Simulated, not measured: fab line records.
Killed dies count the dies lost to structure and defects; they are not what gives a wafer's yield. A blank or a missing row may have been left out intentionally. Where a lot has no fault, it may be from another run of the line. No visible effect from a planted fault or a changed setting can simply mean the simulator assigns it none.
Which tool was responsible? -- flow n5_finfet -- 9 lots, 27 wafers sampled, at 3 steps of a route of 1938

WHAT THE GAUGES SHOWED, per wafer
N5_BEOL_M12_OCD_MEAS_35.
lot,measured,on,trench_depth_nm (nm)
L598,day 10 14:13,ocd-02,319 310 319
L599,day 10 18:06,ocd-01,320 314 320
L603,day 12 06:55,ocd-01,327 319 324
L604,day 12 18:44,ocd-01,321 325 322
L607,day 13 10:25,ocd-01,325 323 328
L612,day 14 08:55,ocd-02,322 315 322
L615,day 14 21:35,ocd-01,- - -
L613,day 14 22:23,ocd-02,- - -
L620,day 16 03:38,ocd-02,318 320 325

TOOL THAT RAN EACH LOT (tool first, then ch and the chambers of the sampled wafers, then the start)
lot,N5_BEOL_M12_ETCH_59,N5_BEOL_M12_ETCH_67
L598,"rie_diel-06 ch 1,3, day 10 12:36","rie_diel-06 ch 1,3, day 10 13:44"
L599,"rie_diel-06 ch 1,3, day 10 16:21","rie_diel-04 ch 1,3, day 10 17:37"
L603,"rie_diel-02 ch 0,1,3, day 12 05:11","rie_diel-04 ch 0,3, day 12 06:26"
L604,"rie_diel-04 ch 1,2,3, day 12 17:20","rie_diel-02 ch 1,2, day 12 18:14"
L607,"rie_diel-02 ch 0,1,3, day 13 09:02","rie_diel-02 ch 0,1,3, day 13 09:56"
L612,"rie_diel-02 ch 1,2, day 14 07:23","rie_diel-06 ch 0,1, day 14 08:26"
L615,"rie_diel-06 ch 1,2,3, day 14 19:23","rie_diel-06 ch 2,3, day 14 21:06"
L613,"rie_diel-04 ch 2,3, day 14 19:58","rie_diel-04 ch 0,3, day 14 21:54"
L620,"rie_diel-02 ch 1,3, day 16 01:55","rie_diel-06 ch 0,1,3, day 16 03:10"
- N5_BEOL_M12_ETCH_59: etches BARC in N2/H2, target depth 89 nm, overetch 26.7 nm, time 67.9 s.
- N5_BEOL_M12_ETCH_67: etches SiARC in CF4, target depth 143 nm, time 238.3 s.

THE ANSWER, worked out from the rows above alone
Rule: what is usual is taken from the lots themselves. Put in order of their means at a reading, lots are off if they are a third of the lots or fewer, leave a main group of 4 or more, and stand apart from it by a gap of 3 or more times the standard deviation of the main group's means; of several such gaps the widest counts. Not used: any main group whose means are identical at the precision the tables above print for the reading. A lot without any number at a reading at which 4 lots or more have one is off too. All remaining lots with rows at the step are treated as sound.
Off: L615, L613, at N5_BEOL_M12_OCD_MEAS_35 (trench_depth_nm). Without a number there: L615, L613. The main group has a mean of 321 nm with a standard deviation of 3.
A tool fits if, at a process step before that reading, it ran every lot that is off, and no sound lot after the first of them. The gauges at N5_BEOL_M12_OCD_MEAS_35 are tried like those tools. Not one of the candidates tried fits.

WHAT HAD BEEN PUT IN BY THE SIMULATOR
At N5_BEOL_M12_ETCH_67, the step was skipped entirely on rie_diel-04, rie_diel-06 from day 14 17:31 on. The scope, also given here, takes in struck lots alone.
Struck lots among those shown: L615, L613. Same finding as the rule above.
